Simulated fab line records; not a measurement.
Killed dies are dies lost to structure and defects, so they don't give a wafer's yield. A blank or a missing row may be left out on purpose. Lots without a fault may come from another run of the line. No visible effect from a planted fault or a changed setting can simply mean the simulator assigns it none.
Matching of chambers || flow nandHarc || aldHk-04 running NHARC_A_CHANNEL_FILL_D1_ALD_25: 4 sister chambers
The step deposits SiOx, target thk 60 nm, pulse time 10 s, ald cycles 600. 14 wafers are shown with their chamber, then 7 later ones without.

== EACH WAFER AND ITS CHAMBER ==
{"wafer": "L802.3", "chamber": 1, "heaterPowerW (W)": 422, "precursorPulseHeightRel": 0.973}
{"wafer": "L802.4", "chamber": 0, "heaterPowerW (W)": 438, "precursorPulseHeightRel": 1.036}
{"wafer": "L802.5", "chamber": 0, "heaterPowerW (W)": 425, "precursorPulseHeightRel": 0.989}
{"wafer": "L808.1", "chamber": 1, "heaterPowerW (W)": 423, "precursorPulseHeightRel": 0.972}
{"wafer": "L808.3", "chamber": 2, "heaterPowerW (W)": 385, "precursorPulseHeightRel": 0.979}
{"wafer": "L808.6", "chamber": 1, "heaterPowerW (W)": 413, "precursorPulseHeightRel": 1.024}
{"wafer": "L812.1", "chamber": 1, "heaterPowerW (W)": 421, "precursorPulseHeightRel": 1.005}
{"wafer": "L812.2", "chamber": 3, "heaterPowerW (W)": 412, "precursorPulseHeightRel": 0.974}
{"wafer": "L812.5", "chamber": 0, "heaterPowerW (W)": 416, "precursorPulseHeightRel": 0.991}
{"wafer": "L815.1", "chamber": 0, "heaterPowerW (W)": 434, "precursorPulseHeightRel": 1.027}
{"wafer": "L815.2", "chamber": 2, "heaterPowerW (W)": 397, "precursorPulseHeightRel": 0.987}
{"wafer": "L815.4", "chamber": 3, "heaterPowerW (W)": 421, "precursorPulseHeightRel": 1.008}
{"wafer": "L822.3", "chamber": 3, "heaterPowerW (W)": 422, "precursorPulseHeightRel": 1.003}
{"wafer": "L822.1", "chamber": 2, "heaterPowerW (W)": 381, "precursorPulseHeightRel": 1.005}

SIGNATURES (averages over the wafers above)
{"reading": "heaterPowerW", "chamber 0": 428.25, "chamber 1": 419.75, "chamber 2": 387.67, "chamber 3": 418.33, "scatter within a chamber": 7.42}
{"reading": "precursorPulseHeightRel", "chamber 0": 1.01075, "chamber 1": 0.99350, "chamber 2": 0.99033, "chamber 3": 0.99500, "scatter within a chamber": 0.0218}
Rule: for each reading, subtract the chamber's mean from the wafer's reading, divide by that reading's scatter and square the result; add these up over the readings and take the root, which gives the wafer's distance from the chamber. The wafer belongs to the nearest chamber; if the next one is less than 2 further off, it can't be placed. How the scatter is found: for the shown wafers, subtract from each reading the mean of its chamber, square and add these, divide the total by (wafers less chambers), then take the root.

== WAFERS MISSING THEIR CHAMBER ==
{"wafer": "L822.6", "heaterPowerW (W)": 420, "precursorPulseHeightRel": 1.003}
{"wafer": "L824.2", "heaterPowerW (W)": 395, "precursorPulseHeightRel": 1.001}
{"wafer": "L824.4", "heaterPowerW (W)": 420, "precursorPulseHeightRel": 1.011}
{"wafer": "L824.5", "heaterPowerW (W)": 430, "precursorPulseHeightRel": 0.978}
{"wafer": "L825.4", "heaterPowerW (W)": 413, "precursorPulseHeightRel": 1.022}
{"wafer": "L825.3", "heaterPowerW (W)": 419, "precursorPulseHeightRel": 1.006}
{"wafer": "L825.5", "heaterPowerW (W)": 385, "precursorPulseHeightRel": 1.009}

== WHICH CHAMBER EACH ONE RAN IN ==
{"wafer": "L822.6", "from the rows above": "can't be placed: 3 or 1 or 0", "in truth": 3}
{"wafer": "L824.2", "from the rows above": 2, "in truth": 2}
{"wafer": "L824.4", "from the rows above": "can't be placed: 3 or 1 or 0", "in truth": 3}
{"wafer": "L824.5", "from the rows above": "can't be placed: 0 or 1 or 3", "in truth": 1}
{"wafer": "L825.4", "from the rows above": "can't be placed: 3 or 1 or 0", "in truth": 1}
{"wafer": "L825.3", "from the rows above": "can't be placed: 3 or 1 or 0", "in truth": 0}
{"wafer": "L825.5", "from the rows above": 2, "in truth": 2}
Correctly placed: 2 of 7. Not placeable from these rows: 5 (in 5, the candidates include the true chamber). Number placed wrongly: 0.
